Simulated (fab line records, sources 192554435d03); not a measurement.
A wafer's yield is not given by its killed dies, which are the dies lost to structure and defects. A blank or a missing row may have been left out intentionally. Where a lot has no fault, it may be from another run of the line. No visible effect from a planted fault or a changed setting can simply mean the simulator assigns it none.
A lot that was struck, set against a sound lot -- flow n5_finfet -- 36 steps out of a route of 1938
Sound: these wafers, L324.1, L324.2, L324.5. Struck: wafer L338.5 (L338.4, L338.6, from the same lot, were not struck and are left out); the cause is given at the end.
For every step that has rows: the tool of each side, followed by ch and its chambers, followed by its first start. Under that, the readings that differ: sound wafers -- struck wafers -- difference of the means -- sigmas: that difference in standard deviations of wafers without a fault.
alike: a reading whose means differ by less than 2 such deviations, as well as words and numbers matching on both sides. not compared: withheld readings; readings where some wafer has no value; bounds like >300 that might hide an equal value; numbers whose values overlap and for which the record gives no deviation.
A row with sigmas, a row that says differs or no value, or rows on one side alone: a step with any of these is where the two part. Numbers that don't overlap but have no deviation are shown without sigmas and don't part them. Lack of a reading on every wafer of one side parts them only where that side has two or more wafers.

first, 9 steps without rows for these wafers: N5_BEOL_M11_ALD_74 (deposits TaN, target thk 2 nm, pulse time 2 s, purge time 3 s); N5_BEOL_M11_SURFACE_TREAT_76; N5_BEOL_M11_CVD_75 (deposits Co from CCTBA/H2, target thk 2 nm, time 138.9 s); N5_BEOL_M11_SPUTTER_48 (material Cu, target thk 12 nm, time 2 s); N5_BEOL_M11_ECD_50 (material Cu, target thk 318 nm); N5_BEOL_M11_ANNEAL_51 (time 90 s); N5_BEOL_M11_CMP_52 (polishes, stops on SiCOH lowk, t overpolish 7 s, target thk 140 nm); N5_BEOL_M11_PRE_CLEAN_55 (time 15 s); N5_BEOL_M11_DEP_56 (deposits SiCN from 3MS/NH3, target thk 30 nm, time 10.5 s).
N5_BEOL_M12_ILD_DEP_00: deposits SiOC from DEMS/O2, target thk 658.92 nm, time 130.7 s.
  sound on pecvd-02 ch 0,2, day 11 17:30; struck on pecvd-02 ch 2, day 15 19:29
reading,sound,struck,difference,sigmas
run_length_s (s),175.6 175.5 175.1,148.7,-26.7,-52
model.SiOC_of_BEOL_M12_ILD_DEP_00.thk_nm (nm),654.8 660.4 677,532,-132,
  alike: chamber_pressure_Torr, heater_power_w, showerhead_plenum_p_Torr, throttle_valve_pct
  not compared: susceptor_temp_C
N5_BEOL_M12_THK_MEAS_01:
  sound on film_metro-02 at day 11 17:38; struck on film_metro-01 at day 15 19:34
reading,sound,struck,difference,sigmas
M12_ILD_THK (nm),655 660 677,532,-132,-15
then, 10 steps without rows for these wafers: N5_BEOL_M12_COAT_58 (time 60 s, resist thk 89 nm); N5_BEOL_M12_COAT_04 (resist thk 400 nm); N5_BEOL_M12_EBR_06; N5_BEOL_M12_SOFTBAKE_05 (time 60 s); N5_BEOL_M12_EXPOSE_07 (exposes mask V11); N5_BEOL_M12_PEB_08 (peb time 90 s); N5_BEOL_M12_DEVELOP_09 (develop time 45 s); N5_BEOL_M12_HARDBAKE_14 (time 120 s); N5_BEOL_M12_DESCUM_15 (chemistry O2, time 7.9 s); N5_BEOL_M12_ETCH_59 (etches BARC in N2/H2, target depth 89 nm, overetch 26.7 nm, time 67.9 s).
N5_BEOL_M12_VIA_ETCH_16: etches SiOC in C4F8/O2/Ar, target depth 724.8 nm.
  sound on rie_diel-05 ch 0,3, day 11 18:07; struck on rie_diel-02 ch 3, day 15 20:16
reading,sound,struck,difference,sigmas
model.etch.depth_nm (nm),654.8 660.4 677,532,-132,
model.coat_of_BEOL_M12_COAT_04.thk_nm (nm),127 124 121.4,160.8,+36.7,
  alike: drypump_motor_current_A, oes_product_au, rf_vpp_V, showerhead_plenum_p_Torr, throttle_valve_pct
N5_BEOL_M12_STRIP_63: strips in N2/H2.
  sound on plasma_asher-02 ch 0,1, day 11 18:19; struck on plasma_asher-01 ch 1, day 15 20:24
reading,sound,struck,difference,sigmas
heater_power_w (W),323 315 309,385,+69,+2
strip_time_to_endpoint_s (s),43.6 42.7 42.1,52.5,+9.7,+11
  alike: drypump_motor_current_A, oes_product_au
  not compared: rf_hours_counter_h
then, 12 steps without rows for these wafers: N5_BEOL_M12_STRIP_64 (strips in N2/H2); N5_BEOL_M12_STRIP_71 (strips in post etch residue remover, time 60 s); N5_BEOL_M12_SRD_72 (time 30 s, dry time 30 s); N5_BEOL_M12_COAT_65 (time 60 s, resist thk 300 nm); N5_BEOL_M12_COAT_66 (time 60 s, resist thk 110 nm); N5_BEOL_M12_COAT_22 (resist thk 300 nm); N5_BEOL_M12_EBR_24; N5_BEOL_M12_SOFTBAKE_23 (time 60 s); N5_BEOL_M12_EXPOSE_25 (exposes mask M12); N5_BEOL_M12_PEB_26 (peb time 90 s); N5_BEOL_M12_DEVELOP_27 (develop time 45 s); N5_BEOL_M12_HARDBAKE_32 (time 120 s).
N5_BEOL_M12_CMP_49: polishes, stops on SiOC, t overpolish 20.6 s, target thk 320 nm.
  sound on cmp-04 ch 0,2, day 11 23:22; struck on cmp-01 ch 0, day 15 23:20
reading,sound,struck,difference,sigmas
model.SiOC_of_BEOL_M12_ILD_DEP_00.thk_nm (nm),595.4 602 618.4,472.6,-132.7,
  alike: clearing_platen_rpm, motor_current_A

== WHERE THEY PART ==
Last at N5_BEOL_M12_STRIP_63 as far as this record goes, first at N5_BEOL_M12_ILD_DEP_00. Later steps at which nothing parts them and some readings are alike: N5_BEOL_M12_CMP_49.

WHY: whatever the simulator had introduced
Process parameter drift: pecvd-02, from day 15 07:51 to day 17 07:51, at N5_BEOL_M12_ILD_DEP_00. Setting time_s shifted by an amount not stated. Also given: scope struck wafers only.
